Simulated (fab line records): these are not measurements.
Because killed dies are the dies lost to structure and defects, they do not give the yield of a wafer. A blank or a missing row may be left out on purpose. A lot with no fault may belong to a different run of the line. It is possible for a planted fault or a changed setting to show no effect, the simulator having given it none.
Chamber matching :: flow n5 finfet :: N5_FIN_SAQP_HM_DEP_03 on pecvd-04: 3 sister chambers
The step deposits SiNx from SiH4/NH3/N2, target thk 38 nm, time 33.6 s. 14 wafers are shown with their chamber, then 7 later ones without.

== WAFERS WITH THEIR CHAMBER ==
wafer: L078.2
chamber: 1
throttle valve pct (%): 40.5
showerhead plenum p Torr (Torr): 5.16
heater power w (W): 797

wafer: L078.4
chamber: 0
throttle valve pct (%): 36.0
showerhead plenum p Torr (Torr): 5.20
heater power w (W): 801

wafer: L078.6
chamber: 0
throttle valve pct (%): 35.9
showerhead plenum p Torr (Torr): 5.18
heater power w (W): 813

wafer: L079.1
chamber: 1
throttle valve pct (%): 40.2
showerhead plenum p Torr (Torr): 5.16
heater power w (W): 820

wafer: L079.2
chamber: 2
throttle valve pct (%): 35.9
showerhead plenum p Torr (Torr): 5.09
heater power w (W): 752

wafer: L079.3
chamber: 0
throttle valve pct (%): 35.8
showerhead plenum p Torr (Torr): 5.18
heater power w (W): 718

wafer: L080.1
chamber: 1
throttle valve pct (%): 40.1
showerhead plenum p Torr (Torr): 5.17
heater power w (W): 840

wafer: L080.5
chamber: 0
throttle valve pct (%): 35.8
showerhead plenum p Torr (Torr): 5.19
heater power w (W): 781

wafer: L080.6
chamber: 2
throttle valve pct (%): 36.3
showerhead plenum p Torr (Torr): 5.07
heater power w (W): 687

wafer: L082.1
chamber: 1
throttle valve pct (%): 40.2
showerhead plenum p Torr (Torr): 5.17
heater power w (W): 863

wafer: L082.5
chamber: 0
throttle valve pct (%): 36.2
showerhead plenum p Torr (Torr): 5.17
heater power w (W): 816

wafer: L082.6
chamber: 1
throttle valve pct (%): 40.3
showerhead plenum p Torr (Torr): 5.16
heater power w (W): 882

wafer: L083.1
chamber: 2
throttle valve pct (%): 36.2
showerhead plenum p Torr (Torr): 5.07
heater power w (W): 784

wafer: L083.3
chamber: 0
throttle valve pct (%): 36.0
showerhead plenum p Torr (Torr): 5.20
heater power w (W): 758

SIGNATURES (means of the wafers above)
reading: throttle valve pct
chamber 0: 35.950
chamber 1: 40.260
chamber 2: 36.133
scatter within a chamber: 0.163

reading: showerhead plenum p Torr
chamber 0: 5.1867
chamber 1: 5.1640
chamber 2: 5.0767
scatter within a chamber: 0.0101

reading: heater power w
chamber 0: 781.17
chamber 1: 840.40
chamber 2: 741.00
scatter within a chamber: 38.8
Rule: distance of a wafer from a chamber = root of the sum over the readings of ((wafer's reading minus chamber's mean) / reading's scatter) squared. The wafer belongs to the nearest chamber; if the next one is less than 2 further off, it can't be placed. How the scatter is found: for the shown wafers, subtract from each reading the mean of its chamber, square and add these, divide the total by (wafers less chambers), then take the root.

== WAFERS WITH NO CHAMBER GIVEN ==
wafer: L083.4
throttle valve pct (%): 36.0
showerhead plenum p Torr (Torr): 5.17
heater power w (W): 758

wafer: L086.2
throttle valve pct (%): 36.3
showerhead plenum p Torr (Torr): 5.08
heater power w (W): 753

wafer: L086.3
throttle valve pct (%): 36.2
showerhead plenum p Torr (Torr): 5.17
heater power w (W): 779

wafer: L086.4
throttle valve pct (%): 36.4
showerhead plenum p Torr (Torr): 5.09
heater power w (W): 757

wafer: L093.2
throttle valve pct (%): 36.3
showerhead plenum p Torr (Torr): 5.18
heater power w (W): 694

wafer: L093.3
throttle valve pct (%): 36.6
showerhead plenum p Torr (Torr): 5.10
heater power w (W): 686

wafer: L093.4
throttle valve pct (%): 40.2
showerhead plenum p Torr (Torr): 5.16
heater power w (W): 829

== WHICH CHAMBER EACH ONE RAN IN ==
wafer: L083.4
from the rows above: 0
in truth: 0

wafer: L086.2
from the rows above: 2
in truth: 2

wafer: L086.3
from the rows above: 0
in truth: 0

wafer: L086.4
from the rows above: 2
in truth: 2

wafer: L093.2
from the rows above: 0
in truth: 0

wafer: L093.3
from the rows above: 2
in truth: 2

wafer: L093.4
from the rows above: 1
in truth: 1
Placed correctly: 7 of 7. Not placeable from these rows: 0. Wrongly placed: 0.
